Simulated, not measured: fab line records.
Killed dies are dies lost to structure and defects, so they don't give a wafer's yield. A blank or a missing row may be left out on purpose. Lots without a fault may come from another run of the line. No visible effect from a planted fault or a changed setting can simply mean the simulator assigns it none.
Matching of chambers	flow nand-harc	NHARC_THIN_TSV_ETCHBACK_48 on rie-diel-13 has 4 sister chambers
The step etches the open film in C4F8/Ar, target depth 1028.5 nm, time 405.17 s. 14 wafers are shown with their chamber, then 7 later ones without.

== EACH WAFER AND ITS CHAMBER ==
wafer	chamber	rf-vpp-V (V)	rf-fwd-power-W (W)	oes-product-au (a.u.)
L853.2	1	547	597.3	0.93
L853.3	3	547	601.2	0.94
L853.5	0	547	596.7	0.93
L852.2	3	546	597.3	0.94
L852.3	2	550	601.1	0.94
L852.5	1	544	597.7	0.93
L858.2	2	550	598.3	1.01
L858.4	3	545	598.6	1.00
L858.6	1	545	596.6	1.00
L859.1	1	546	598.9	0.96
L859.3	2	551	597.8	0.98
L859.4	3	546	598.5	0.98
L861.1	1	548	596.8	0.98
L861.3	2	550	597.5	0.97

SIGNATURES (means of the wafers above)
reading	chamber 0	chamber 1	chamber 2	chamber 3	scatter within a chamber
rf-vpp-V	547.00	546.00	550.25	546.00	1.13
rf-fwd-power-W	596.700	597.460	598.675	598.900	1.4
oes-product-au	0.9300	0.9600	0.9750	0.9650	0.03
Rule: a wafer lies at a distance from a chamber equal to the root of the sum of squares, over the readings, of (its reading less the chamber's mean, divided by the reading's scatter). If the next closest chamber is less than 2 further off than the closest, the wafer can't be placed; otherwise it belongs to the closest. The scatter is the square root of a quotient: the sum, over the shown wafers, of each reading's squared deviation from its chamber's mean, divided by wafers minus chambers.

== WAFERS WITH NO CHAMBER GIVEN ==
wafer	rf-vpp-V (V)	rf-fwd-power-W (W)	oes-product-au (a.u.)
L861.6	547	601.1	0.98
L866.1	548	598.5	1.01
L866.3	551	600.5	1.00
L866.4	548	599.0	0.99
L867.2	547	598.0	0.93
L867.3	551	602.0	0.93
L867.4	546	602.2	0.92

== EACH ONE'S CHAMBER ==
wafer	from the rows above	in truth
L861.6	can't be placed: 3 or 1 or 2 or 0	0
L866.1	can't be placed: 2 or 3 or 1 or 0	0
L866.3	2	2
L866.4	can't be placed: 3 or 2 or 1 or 0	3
L867.2	can't be placed: 0 or 1 or 3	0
L867.3	2	2
L867.4	can't be placed: 3 or 1 or 0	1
Correct placement for 2 of the 7. Not placeable from these rows: 5 (in 5, the candidates include the true chamber). Number placed wrongly: 0.
